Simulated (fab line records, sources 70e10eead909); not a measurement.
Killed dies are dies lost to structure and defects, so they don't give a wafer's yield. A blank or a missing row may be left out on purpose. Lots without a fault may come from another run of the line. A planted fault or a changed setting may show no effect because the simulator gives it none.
Which tool did it? | flow nand_harc | 22 lots, 66 wafers sampled, at 6 steps of a route of 1302

WHAT THE GAUGES READ, wafer by wafer
NHARC_A_M0_OVL_MEAS_10: pitch 160 nm. Usual: overlay_x_nm 0.0 nm, standard deviation 0.78; overlay_y_nm -0.1 nm, standard deviation 0.89.
lot  | measured     | on         | overlay_x_nm (nm) | overlay_y_nm (nm) | flag
L075 | day 23 02:14 | overlay-02 | 0.4 -0.1 0.5      | -0.6 -0.6 -0.6    |
L074 | day 23 03:28 | overlay-02 | 0.9 1.1 1.1       | 0.1 -0.3 0.1      |
L076 | day 23 18:55 | overlay-01 | 0.6 0.3 0.7       | -0.4 -0.6 -0.5    |
L078 | day 23 19:32 | overlay-02 | -0.6 -0.6 -1.0    | 0.5 -0.2 -0.1     |
L077 | day 24 11:05 | overlay-01 | 1.0 0.6 1.1       | 1.3 1.7 1.9       |
L079 | day 25 05:58 | overlay-02 | 0.6 0.6 0.6       | 0.1 -1.1 -0.3     |
L081 | day 26 04:28 | overlay-01 | -0.5 0.1 -0.1     | 0.3 0.0 0.1       |
L080 | day 26 07:38 | overlay-02 | 1.8 1.7 1.4       | 1.1 0.9 0.8       |
L083 | day 26 08:21 | overlay-02 | -0.5 -0.1 -1.4    | -1.1 -0.7 -1.2    |
L082 | day 26 15:36 | overlay-02 | 1.4 0.5 0.9       | 0.9 1.0 0.6       |
L084 | day 27 07:19 | overlay-01 | -1.3 -1.0 -1.2    | 0.0 0.1 0.6       |
L085 | day 27 12:22 | overlay-02 | 0.8 0.8 1.1       | -0.1 -0.4 -0.2    |
L086 | day 27 17:29 | overlay-01 | -0.2 0.2 -0.5     | -0.2 -1.2 -0.4    |
L087 | day 28 04:01 | overlay-02 | -0.5 -1.1 -1.3    | 1.0 0.7 1.2       |
L089 | day 28 17:28 | overlay-01 | -0.5 -0.3 0.3     | -2.4 -3.0 -2.4    |
L091 | day 28 18:36 | overlay-02 | -0.5 0.0 -0.7     | -0.1 0.3 -0.4     |
L090 | day 28 23:44 | overlay-01 | -1.1 -0.5 -0.8    | 0.7 0.4 0.5       |
L088 | day 29 03:46 | overlay-02 | 1.2 0.8 0.6       | -0.1 -0.1 -0.2    |
L092 | day 29 22:00 | overlay-02 | -0.5 0.5 0.4      | -0.3 -0.3 0.2     |
L093 | day 30 05:08 | overlay-02 | -0.2 0.4 0.6      | -0.8 -0.7 -0.7    |
L096 | day 31 09:53 | overlay-01 | -0.6 -1.5 -1.1    | 0.6 0.2 0.3       |
L097 | day 32 03:17 | overlay-02 | 0.8 0.7 0.7       | -0.2 -0.4 -0.2    |

NHARC_A_BONDPAD_CD_MEAS_13. Usual: cd_nm 499.3 nm, standard deviation 2.3.
lot  | measured     | on        | cd_nm (nm)        | flag
L075 | day 23 11:46 | cd_sem-03 | 498.2 497.9 496.4 |
L074 | day 23 12:44 | cd_sem-01 | 497.4 501.4 501.9 |
L076 | day 24 03:58 | cd_sem-02 | 500.4 496.5 496.9 |
L078 | day 24 04:42 | cd_sem-03 | 502.1 498.5 499.8 |
L077 | day 24 20:19 | cd_sem-02 | 501.8 502.0 499.0 |
L079 | day 25 15:23 | cd_sem-01 | 497.7 493.0 496.2 |
L081 | day 26 13:35 | cd_sem-02 | 502.1 500.3 499.7 |
L080 | day 26 16:50 | cd_sem-01 | 500.7 501.2 500.5 |
L083 | day 26 17:38 | cd_sem-03 | 501.1 498.8 500.1 |
L082 | day 27 00:50 | cd_sem-01 | 496.7 497.8 502.3 |
L084 | day 27 16:35 | cd_sem-03 | 501.4 502.5 502.5 |
L085 | day 27 21:25 | cd_sem-02 | 499.0 493.4 498.2 |
L086 | day 28 02:47 | cd_sem-01 | 499.6 499.6 499.1 |
L087 | day 28 13:26 | cd_sem-02 | 499.7 500.1 500.7 |
L089 | day 29 02:35 | cd_sem-03 | 500.1 500.1 501.3 |
L091 | day 29 03:47 | cd_sem-01 | 500.2 501.6 497.6 |
L090 | day 29 09:00 | cd_sem-03 | 501.2 501.1 498.9 |
L088 | day 29 12:53 | cd_sem-03 | 501.1 504.6 503.0 |
L092 | day 30 07:19 | cd_sem-01 | 501.7 498.1 496.2 |
L093 | day 30 14:34 | cd_sem-01 | 500.3 498.0 496.5 |
L096 | day 31 19:07 | cd_sem-01 | 495.6 501.3 499.4 |
L097 | day 32 12:38 | cd_sem-02 | 499.9 497.6 499.7 |

WHICH TOOL RAN EACH LOT (tool, then ch and the chambers of the sampled wafers, then the start)
lot  | NHARC_A_BLC_DESCUM_15              | NHARC_A_BLC_STRIP_29               | NHARC_A_M1_ETCH_35                 | NHARC_A_M1_STRIP_18
L075 | rie_diel-02 ch 1,2, day 22 22:17   | rie_diel-09 ch 0,3, day 22 23:21   | rie_diel-03 ch 0,1,3, day 23 06:31 | rie_diel-13 ch 1,2, day 23 06:48
L074 | rie_diel-02 ch 0,1,3, day 22 23:26 | rie_diel-07 ch 0,2,3, day 23 00:28 | rie_diel-13 ch 0,1,2, day 23 07:46 | rie_diel-08 ch 0,1, day 23 08:03
L076 | rie_diel-07 ch 0,2, day 23 14:58   | rie_diel-07 ch 0,2,3, day 23 16:01 | rie_diel-13 ch 1,2, day 23 23:02   | rie_diel-13 ch 0,1,2, day 23 23:22
L078 | rie_diel-02 ch 0,3, day 23 15:41   | rie_diel-02 ch 2,3, day 23 16:46   | rie_diel-03 ch 0,2,3, day 23 23:44 | rie_diel-03 ch 0,1,2, day 24 00:06
L077 | rie_diel-02 ch 0,2,3, day 24 07:17 | rie_diel-02 ch 1,3, day 24 08:19   | rie_diel-03 ch 0,3, day 24 15:26   | rie_diel-08 ch 2,3, day 24 15:43
L079 | rie_diel-07 ch 1,2,3, day 25 01:40 | rie_diel-07 ch 0,2,3, day 25 03:13 | rie_diel-13 ch 2,3, day 25 10:13   | rie_diel-03 ch 0,1,3, day 25 10:34
L081 | rie_diel-07 ch 0,1,2, day 26 00:18 | rie_diel-02 ch 1,3, day 26 01:20   | rie_diel-13 ch 0,1,3, day 26 08:43 | rie_diel-03 ch 0,1,2, day 26 09:03
L080 | rie_diel-07 ch 0,1,3, day 26 03:40 | rie_diel-02 ch 0,1,3, day 26 04:44 | rie_diel-13 ch 0,1, day 26 11:54   | rie_diel-03 ch 1,2, day 26 12:11
L083 | rie_diel-07 ch 0,2,3, day 26 04:15 | rie_diel-07 ch 0,1,3, day 26 05:28 | rie_diel-08 ch 0,1, day 26 12:37   | rie_diel-13 ch 1,2,3, day 26 12:58
L082 | rie_diel-07 ch 0,1, day 26 11:37   | rie_diel-02 ch 1,3, day 26 12:39   | rie_diel-13 ch 0,2,3, day 26 19:55 | rie_diel-08 ch 2,3, day 26 20:12
L084 | rie_diel-02 ch 0,1,2, day 27 03:24 | rie_diel-07 ch 0,1, day 27 04:26   | rie_diel-13 ch 0,1,2, day 27 11:35 | rie_diel-08 ch 0,2,3, day 27 11:56
L085 | rie_diel-07 ch 1,2,3, day 27 08:26 | rie_diel-02 ch 0,1,3, day 27 09:29 | rie_diel-08 ch 1,2, day 27 16:36   | rie_diel-13 ch 0,1,2, day 27 16:54
L086 | rie_diel-07 ch 0,1, day 27 13:28   | rie_diel-02 ch 0,1, day 27 14:30   | rie_diel-03 ch 0,1,3, day 27 21:50 | rie_diel-08 ch 0,1,3, day 27 22:11
L087 | rie_diel-09 ch 0,1,3, day 28 00:11 | rie_diel-02 ch 1,2,3, day 28 01:14 | rie_diel-03 ch 0,2,3, day 28 08:15 | rie_diel-03 ch 0,1,3, day 28 08:32
L089 | rie_diel-07 ch 0,2,3, day 28 13:32 | rie_diel-02 ch 0,2,3, day 28 14:34 | rie_diel-13 ch 1,2, day 28 21:40   | rie_diel-08 ch 2,3, day 28 21:57
L091 | rie_diel-07 ch 0,1,2, day 28 14:38 | rie_diel-02 ch 0,1,3, day 28 15:41 | rie_diel-13 ch 0,2, day 28 22:52   | rie_diel-08 ch 1,2, day 28 23:11
L090 | rie_diel-02 ch 0,1,3, day 28 19:46 | rie_diel-09 ch 0,1,3, day 28 20:51 | rie_diel-03 ch 0,1,2, day 29 03:59 | rie_diel-03 ch 2,3, day 29 04:16
L088 | rie_diel-07 ch 0,1,2, day 28 23:48 | rie_diel-07 ch 1,2,3, day 29 00:50 | rie_diel-13 ch 0,1,2, day 29 07:57 | rie_diel-03 ch 0,1,2, day 29 08:16
L092 | rie_diel-07 ch 0,3, day 29 18:05   | rie_diel-02 ch 0,3, day 29 19:08   | rie_diel-08 ch 0,1,2, day 30 02:24 | rie_diel-08 ch 0,3, day 30 02:41
L093 | rie_diel-02 ch 1,2,3, day 30 01:20 | rie_diel-07 ch 0,1,2, day 30 02:22 | rie_diel-13 ch 0,1, day 30 09:21   | rie_diel-13 ch 1,3, day 30 09:42
L096 | rie_diel-07 ch 0,1, day 31 05:57   | rie_diel-02 ch 0,2,3, day 31 07:01 | rie_diel-08 ch 0,3, day 31 13:59   | rie_diel-13 ch 0,1,2, day 31 14:20
L097 | rie_diel-02 ch 0,1,2, day 31 23:28 | rie_diel-09 ch 0,1,2, day 32 00:30 | rie_diel-08 ch 1,2,3, day 32 07:31 | rie_diel-13 ch 0,2,3, day 32 07:49
- NHARC_A_BLC_DESCUM_15: chemistry O2, time 3 s.
- NHARC_A_BLC_STRIP_29: strips in CF4.
- NHARC_A_M1_ETCH_35: etches the open film in N2/H2, target depth 40 nm, overetch 12 nm, time 43.94 s.
- NHARC_A_M1_STRIP_18: strips in N2/H2.

WHAT THE TOOLS THEMSELVES READ (means of the sampled wafers that have a number; where no wafer has one, the mark that the record gives instead)
NHARC_A_BLC_DESCUM_15. Usual: drypump_motor_current_A 6.1 A, standard deviation 0.31; oes_product_au 0.995 a.u., standard deviation 0.012; rf_vpp_V 57.6 V, standard deviation 0.92; showerhead_plenum_p_Torr 1.87 Torr, standard deviation 0.055; throttle_valve_pct 11.312 %, standard deviation 0.0092.
lot  | tool        | drypump_motor_current_A (A) | oes_product_au (a.u.) | rf_vpp_V (V) | showerhead_plenum_p_Torr (Torr) | throttle_valve_pct (%) | flag
L075 | rie_diel-02 | 5.9                         | 0.992                 | 57.8         | 1.90                            | 11.304                 |
L074 | rie_diel-02 | 6.1                         | 0.994                 | 57.6         | 1.87                            | 11.306                 |
L076 | rie_diel-07 | 5.9                         | 0.996                 | 58.1         | 1.90                            | 11.310                 |
L078 | rie_diel-02 | 6.3                         | 1.003                 | 57.6         | 1.85                            | 11.313                 |
L077 | rie_diel-02 | 6.3                         | 0.998                 | 58.0         | 1.89                            | 11.300                 |
L079 | rie_diel-07 | 6.2                         | 0.990                 | 57.4         | 1.87                            | 11.305                 |
L081 | rie_diel-07 | 6.0                         | 0.992                 | 57.2         | 1.85                            | 11.309                 |
L080 | rie_diel-07 | 6.1                         | 0.997                 | 57.7         | 1.85                            | 11.318                 |
L083 | rie_diel-07 | 6.1                         | 1.000                 | 57.1         | 1.90                            | 11.317                 |
L082 | rie_diel-07 | 5.9                         | 0.992                 | 57.9         | 1.84                            | 11.315                 |
L084 | rie_diel-02 | 6.2                         | 0.979                 | 57.5         | 1.90                            | 11.310                 |
L085 | rie_diel-07 | 6.3                         | 0.992                 | 58.4         | 1.86                            | 11.311                 |
L086 | rie_diel-07 | 6.0                         | 0.988                 | 57.6         | 1.80                            | 11.311                 |
L087 | rie_diel-09 | 6.0                         | 1.004                 | 57.8         | 1.98                            | 11.313                 |
L089 | rie_diel-07 | 6.1                         | 1.006                 | 57.8         | 1.90                            | 11.313                 |
L091 | rie_diel-07 | 6.0                         | 1.000                 | 56.5         | 1.85                            | 11.313                 |
L090 | rie_diel-02 | 6.2                         | 0.985                 | 57.5         | 1.87                            | 11.324                 |
L088 | rie_diel-07 | 6.0                         | 0.995                 | 57.6         | 1.85                            | 11.306                 |
L092 | rie_diel-07 | 6.0                         | 1.016                 | 58.1         | 1.88                            | 11.320                 |
L093 | rie_diel-02 | 6.0                         | 0.994                 | 57.1         | 1.88                            | 11.309                 |
L096 | rie_diel-07 | 6.0                         | 0.997                 | 57.2         | 1.80                            | 11.317                 |
L097 | rie_diel-02 | 6.2                         | 0.985                 | 58.4         | 1.90                            | 11.305                 |

NHARC_A_BLC_STRIP_29. Usual: drypump_motor_current_A 6.1 A, standard deviation 0.32; oes_product_au 0.995 a.u., standard deviation 0.014; rf_vpp_V 59.4 V, standard deviation 0.9; showerhead_plenum_p_Torr 1.75 Torr, standard deviation 0.047; throttle_valve_pct 13.282 %, standard deviation 0.0087.
lot  | tool        | drypump_motor_current_A (A) | oes_product_au (a.u.) | rf_vpp_V (V) | showerhead_plenum_p_Torr (Torr) | throttle_valve_pct (%) | flag
L075 | rie_diel-09 | 6.0                         | 1.017                 | 59.8         | 1.83                            | 13.283                 |
L074 | rie_diel-07 | 6.1                         | 1.006                 | 59.9         | 1.76                            | 13.275                 |
L076 | rie_diel-07 | 6.1                         | 1.004                 | 59.4         | 1.75                            | 13.277                 |
L078 | rie_diel-02 | 6.2                         | 0.997                 | 58.9         | 1.76                            | 13.278                 |
L077 | rie_diel-02 | 6.0                         | 1.003                 | 59.3         | 1.71                            | 13.289                 |
L079 | rie_diel-07 | 6.1                         | 1.002                 | 59.1         | 1.75                            | 13.277                 |
L081 | rie_diel-02 | 6.0                         | 0.989                 | 59.2         | 1.71                            | 13.281                 |
L080 | rie_diel-02 | 6.1                         | 0.987                 | 59.3         | 1.73                            | 13.291                 |
L083 | rie_diel-07 | 6.2                         | 0.999                 | 58.5         | 1.71                            | 13.285                 |
L082 | rie_diel-02 | 6.0                         | 1.001                 | 58.7         | 1.71                            | 13.288                 |
L084 | rie_diel-07 | 6.0                         | 0.997                 | 58.4         | 1.68                            | 13.287                 |
L085 | rie_diel-02 | 6.1                         | 0.980                 | 59.1         | 1.73                            | 13.275                 |
L086 | rie_diel-02 | 6.3                         | 0.980                 | 59.1         | 1.75                            | 13.285                 |
L087 | rie_diel-02 | 6.0                         | 0.984                 | 61.4         | 1.74                            | 13.291                 |
L089 | rie_diel-02 | 6.3                         | 0.999                 | 58.6         | 1.74                            | 13.288                 |
L091 | rie_diel-02 | 6.1                         | 0.983                 | 59.1         | 1.73                            | 13.273                 |
L090 | rie_diel-09 | 6.0                         | 1.000                 | 60.3         | 1.82                            | 13.282                 |
L088 | rie_diel-07 | 6.3                         | 1.003                 | 58.8         | 1.73                            | 13.272                 |
L092 | rie_diel-02 | 6.3                         | 0.982                 | 59.8         | 1.71                            | 13.294                 |
L093 | rie_diel-07 | 5.9                         | 1.014                 | 59.8         | 1.72                            | 13.282                 |
L096 | rie_diel-02 | 6.3                         | 0.989                 | 60.1         | 1.74                            | 13.283                 |
L097 | rie_diel-09 | 5.9                         | 1.005                 | 60.0         | 1.78                            | 13.290                 |

NHARC_A_M1_ETCH_35. Usual: drypump_motor_current_A 5.6 A, standard deviation 0.52; n2_flow_sccm 149.9 sccm, standard deviation 0.39; oes_product_au 1.001 a.u., standard deviation 0.011; rf_vpp_V 430.6 V, standard deviation 2.9; showerhead_plenum_p_Torr 2.04 Torr, standard deviation 0.097; throttle_valve_pct 14.172 %, standard deviation 0.009.
lot  | tool        | drypump_motor_current_A (A) | n2_flow_sccm (sccm) | oes_product_au (a.u.) | rf_vpp_V (V) | showerhead_plenum_p_Torr (Torr) | throttle_valve_pct (%) | flag
L075 | rie_diel-03 | 5.4                         | 149.6               | 0.995                 | 432.4        | 2.12                            | 14.171                 |
L074 | rie_diel-13 | 5.6                         | 149.7               | 1.021                 | 431.1        | 2.02                            | 14.172                 |
L076 | rie_diel-13 | 5.4                         | 150.1               | 1.018                 | 427.6        | 1.95                            | 14.170                 |
L078 | rie_diel-03 | 4.9                         | 150.0               | 1.001                 | 433.7        | 2.16                            | 14.182                 |
L077 | rie_diel-03 | 4.9                         | 149.9               | 1.009                 | 433.5        | 2.16                            | 14.170                 |
L079 | rie_diel-13 | 6.1                         | 149.7               | 1.011                 | 427.8        | 1.96                            | 14.179                 |
L081 | rie_diel-13 | 5.6                         | 149.6               | 1.012                 | 429.5        | 2.02                            | 14.168                 |
L080 | rie_diel-13 | 5.4                         | 149.9               | 1.007                 | 431.7        | 2.09                            | 14.172                 |
L083 | rie_diel-08 | 5.8                         | 150.0               | 0.986                 | 431.5        | 2.08                            | 14.178                 |
L082 | rie_diel-13 | 6.0                         | 150.2               | 0.999                 | 431.0        | 2.02                            | 14.172                 |
L084 | rie_diel-13 | 5.6                         | 150.2               | 1.005                 | 430.3        | 2.02                            | 14.171                 |
L085 | rie_diel-08 | 5.7                         | 150.5               | 0.992                 | 427.5        | 1.96                            | 14.169                 |
L086 | rie_diel-03 | 5.4                         | 149.7               | 0.996                 | 432.9        | 2.12                            | 14.171                 |
L087 | rie_diel-03 | 4.9                         | 149.9               | 0.991                 | 434.2        | 2.16                            | 14.168                 |
L089 | rie_diel-13 | 5.5                         | 149.7               | 1.001                 | 428.5        | 1.95                            | 14.165                 |
L091 | rie_diel-13 | 5.8                         | 149.9               | 1.006                 | 431.3        | 2.09                            | 14.162                 |
L090 | rie_diel-03 | 5.3                         | 149.9               | 1.004                 | 432.5        | 2.12                            | 14.172                 |
L088 | rie_diel-13 | 5.6                         | 150.3               | 1.004                 | 429.9        | 2.02                            | 14.165                 |
L092 | rie_diel-08 | 5.8                         | 150.3               | 0.994                 | 429.9        | 2.02                            | 14.179                 |
L093 | rie_diel-13 | 5.2                         | 149.9               | 0.993                 | 429.7        | 2.02                            | 14.173                 |
L096 | rie_diel-08 | 6.0                         | 150.2               | 1.006                 | 432.6        | 2.11                            | 14.175                 |
L097 | rie_diel-08 | 5.8                         | 150.2               | 0.995                 | 428.8        | 1.99                            | 14.171                 |

NHARC_A_M1_STRIP_18. Usual: drypump_motor_current_A 5.6 A, standard deviation 0.52; n2_flow_sccm 150.0 sccm, standard deviation 0.49; oes_product_au 0.999 a.u., standard deviation 0.0085; rf_vpp_V 90.8 V, standard deviation 1.1; showerhead_plenum_p_Torr 2.05 Torr, standard deviation 0.096; throttle_valve_pct 14.171 %, standard deviation 0.0091.
lot  | tool        | drypump_motor_current_A (A) | n2_flow_sccm (sccm) | oes_product_au (a.u.) | rf_vpp_V (V) | showerhead_plenum_p_Torr (Torr) | throttle_valve_pct (%) | flag
L075 | rie_diel-13 | 5.8                         | 149.5               | 1.014                 | 90.6         | 1.96                            | 14.164                 |
L074 | rie_diel-08 | 5.8                         | 149.9               | 1.002                 | 90.6         | 2.08                            | 14.165                 |
L076 | rie_diel-13 | 5.6                         | 150.3               | 1.010                 | 90.2         | 2.02                            | 14.180                 |
L078 | rie_diel-03 | 5.4                         | 150.0               | 0.999                 | 91.3         | 2.12                            | 14.166                 |
L077 | rie_diel-08 | 6.0                         | 149.9               | 1.002                 | 90.3         | 2.05                            | 14.175                 |
L079 | rie_diel-03 | 5.4                         | 150.3               | 0.997                 | 91.4         | 2.12                            | 14.172                 |
L081 | rie_diel-03 | 5.4                         | 150.1               | 0.998                 | 91.1         | 2.12                            | 14.175                 |
L080 | rie_diel-03 | 5.3                         | 149.6               | 0.994                 | 91.3         | 2.12                            | 14.172                 |
L083 | rie_diel-13 | 5.7                         | 150.2               | 0.997                 | 90.3         | 1.95                            | 14.170                 |
L082 | rie_diel-08 | 5.9                         | 150.2               | 0.993                 | 90.4         | 2.02                            | 14.173                 |
L084 | rie_diel-08 | 6.0                         | 150.1               | 0.994                 | 91.1         | 2.08                            | 14.173                 |
L085 | rie_diel-13 | 5.6                         | 149.8               | 1.004                 | 91.0         | 2.02                            | 14.170                 |
L086 | rie_diel-08 | 5.9                         | 150.4               | 1.004                 | 90.8         | 2.06                            | 14.169                 |
L087 | rie_diel-03 | 5.3                         | 150.3               | 1.000                 | 91.2         | 2.12                            | 14.166                 |
L089 | rie_diel-08 | 5.9                         | 149.9               | 0.991                 | 90.2         | 2.02                            | 14.173                 |
L091 | rie_diel-08 | 5.6                         | 150.1               | 0.992                 | 89.8         | 1.94                            | 14.177                 |
L090 | rie_diel-03 | 4.9                         | 149.7               | 0.985                 | 92.2         | 2.15                            | 14.167                 |
L088 | rie_diel-03 | 5.4                         | 150.2               | 1.001                 | 91.6         | 2.12                            | 14.170                 |
L092 | rie_diel-08 | 6.0                         | 150.2               | 0.998                 | 91.7         | 2.14                            | 14.173                 |
L093 | rie_diel-13 | 5.8                         | 150.4               | 1.005                 | 89.7         | 1.95                            | 14.160                 |
L096 | rie_diel-13 | 5.6                         | 150.5               | 0.999                 | 90.3         | 2.02                            | 14.172                 |
L097 | rie_diel-13 | 6.0                         | 150.2               | 1.004                 | 89.3         | 2.02                            | 14.174                 |

THE ANSWER, worked out from the rows above alone
Rule: a lot is off if the mean of its wafers that have a number lies more than 3 standard deviations from the usual mean. A lot without any number at a reading at which 4 lots or more have one is off too. The other lots that the step has rows for count as sound. The gauges are gone through in route order, then the tools' own readings, and for those a lot's mean is taken as printed above. The first step at which some lot is off is used, and at that step the reading that is off furthest; a lot without a number counts as furthest.
No lot is off at any reading shown: from this, nothing can be told.

WHAT THE SIMULATOR HAD PUT IN
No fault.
